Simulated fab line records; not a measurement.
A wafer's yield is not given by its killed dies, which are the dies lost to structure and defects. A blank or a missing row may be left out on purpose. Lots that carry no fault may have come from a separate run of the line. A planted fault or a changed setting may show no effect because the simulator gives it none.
Chamber matching	flow n5-finfet	N5_BEOL_M4_ETCH_69 on rie-diel-05: 4 sister chambers
The step etches SiARC in CF4, target depth 15.6 nm, time 26 s. 14 wafers are shown with their chamber, then 7 later ones without.

WAFERS PAIRED WITH THEIR CHAMBERS
wafer	chamber	drypump-motor-current-A (A)	etch-rf-on-time-s (s)	oes-product-au (a.u.)
L078.1	1	6.1	25.1	0.74
L078.5	2	5.1	26.4	0.61
L078.6	0	5.7	25.9	0.59
L083.2	1	6.0	25.3	0.74
L083.4	1	6.1	25.3	0.73
L083.6	1	6.1	25.3	0.72
L090.3	0	5.7	25.6	0.79
L090.4	1	6.1	25.6	0.71
L090.6	0	5.7	25.7	0.78
L094.2	3	5.6	26.3	0.79
L094.4	0	5.7	25.7	0.76
L094.5	1	6.1	25.4	0.70
L095.3	1	6.1	25.5	0.69
L095.5	3	5.6	26.0	0.79

SIGNATURES (averages over the wafers above)
reading	chamber 0	chamber 1	chamber 2	chamber 3	scatter within a chamber
drypump-motor-current-A	5.700	6.086	5.100	5.600	0.0293
etch-rf-on-time-s	25.725	25.357	26.400	26.150	0.158
oes-product-au	0.7300	0.7186	0.6100	0.7900	0.0537
Rule: distance of a wafer from a chamber = root of the sum over the readings of ((wafer's reading minus chamber's mean) / reading's scatter) squared. The wafer belongs to the nearest chamber; if the next one is less than 2 further off, it can't be placed. The scatter is the square root of a quotient: the sum, over the shown wafers, of each reading's squared deviation from its chamber's mean, divided by wafers minus chambers.

WAFERS WITHOUT THEIR CHAMBER
wafer	drypump-motor-current-A (A)	etch-rf-on-time-s (s)	oes-product-au (a.u.)
L095.6	5.8	25.5	0.76
L096.1	5.8	25.9	0.75
L096.4	6.0	25.6	0.68
L096.5	5.6	26.1	0.78
L097.1	5.7	26.0	0.74
L097.5	5.6	26.1	0.77
L097.6	5.1	26.6	0.84

WHICH CHAMBER EACH WENT THROUGH
wafer	from the rows above	in truth
L095.6	0	0
L096.1	0	0
L096.4	1	1
L096.5	3	3
L097.1	can't be placed: 0 or 3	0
L097.5	3	3
L097.6	2	2
Correctly placed: 6 of 7. Not placeable from these rows: 1 (in 1, the candidates include the true chamber). 0 placed wrongly.
